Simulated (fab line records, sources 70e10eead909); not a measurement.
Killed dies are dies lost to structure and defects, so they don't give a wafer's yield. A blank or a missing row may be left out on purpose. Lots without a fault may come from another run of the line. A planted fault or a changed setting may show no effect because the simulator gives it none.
One fault seen from 2 desks | flow nand_harc | each desk has only its own numbers; what lay behind them comes last

THE DEFECT DESK
What the inspections along the route counted, lot by lot: means of the sampled wafers that have a number. A lot is out of limits, marked OUT, if its mean lies more than 4 standard deviations from the usual mean; the brackets give that distance.
Columns: A = raw_defect_count at NHARC_P_M0_INSPECT_27, usual 307
lot  | first seen here | A
L777 | day 6 10:15     | 172
L785 | day 9 14:25     | 225
L789 | day 11 06:10    | 400
L791 | day 12 09:16    | 368
L792 | day 12 09:35    | 338
L793 | day 13 03:00    | 266
L794 | day 13 13:52    | 225
L795 | day 13 16:46    | 242
L798 | day 15 01:08    | 299
L799 | day 15 05:56    | 222
L800 | day 15 19:43    | 291
This desk's finding: nothing out of limits on any of the 11 lots.

THE TOOL OWNER'S DESK: rie_diel-06
The tool's own readings at NHARC_P_M1_ETCH_28 (etches the open film in CF4/N2, target depth 30 nm, time 72.99 s): means of the sampled wafers that have a number, for each lot that ran on this tool. A lot is out of limits, marked OUT, if its mean lies more than 4 standard deviations from the usual mean; the brackets give that distance.
Columns: A = drypump_motor_current_A at NHARC_P_M1_ETCH_28, usual 5.6 A; B = mfc_ar_sccm at NHARC_P_M1_ETCH_28, usual 150.0 sccm; C = n2_flow_sccm at NHARC_P_M1_ETCH_28, usual 100.0 sccm; D = oes_product_au at NHARC_P_M1_ETCH_28, usual 0.999 a.u.; E = rf_vpp_V at NHARC_P_M1_ETCH_28, usual 313.5 V; F = showerhead_plenum_p_Torr at NHARC_P_M1_ETCH_28, usual 2.59 Torr; G = throttle_valve_pct at NHARC_P_M1_ETCH_28, usual 19.794 %
lot  | first seen here | A   | B     | C     | D               | E     | F    | G
L785 | day 9 16:37     | 5.7 | 150.7 | 100.1 | 0.904 (-13) OUT | 313.4 | 2.58 | 19.793
L792 | day 12 11:42    | 5.7 | 149.8 | 99.9  | 0.999           | 313.1 | 2.58 | 19.797
L795 | day 13 18:54    | 5.5 | 149.8 | 99.6  | 1.003           | 314.2 | 2.60 | 19.795
L799 | day 15 08:01    | 5.5 | 150.0 | 100.1 | 1.005           | 313.4 | 2.58 | 19.803
L800 | day 15 21:49    | 5.9 | 150.3 | 100.1 | 1.002           | 313.3 | 2.59 | 19.786
This desk's finding: out of limits on L785; first on L785, day 9 16:37 (oes_product_au at NHARC_P_M1_ETCH_28). In limits: L792, L795, L799, L800.

PUT TOGETHER
The tool owner's desk could have raised an alarm at day 9 16:37, on L785.
The defect desk saw nothing out of limits.
The defect desk has L785 on record, within its limits.
Of the lots named, all ran NHARC_P_M1_ETCH_28 on rie_diel-06.

WHAT THE SIMULATOR HAD PUT IN
Process parameter drift: rie_diel-06, from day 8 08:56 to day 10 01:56, at NHARC_P_M1_ETCH_28. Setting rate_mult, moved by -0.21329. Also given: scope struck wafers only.
Lots struck among those shown: L785.
Hours from the fault's start to each desk's first reading out of limits: the tool owner's desk, 32.
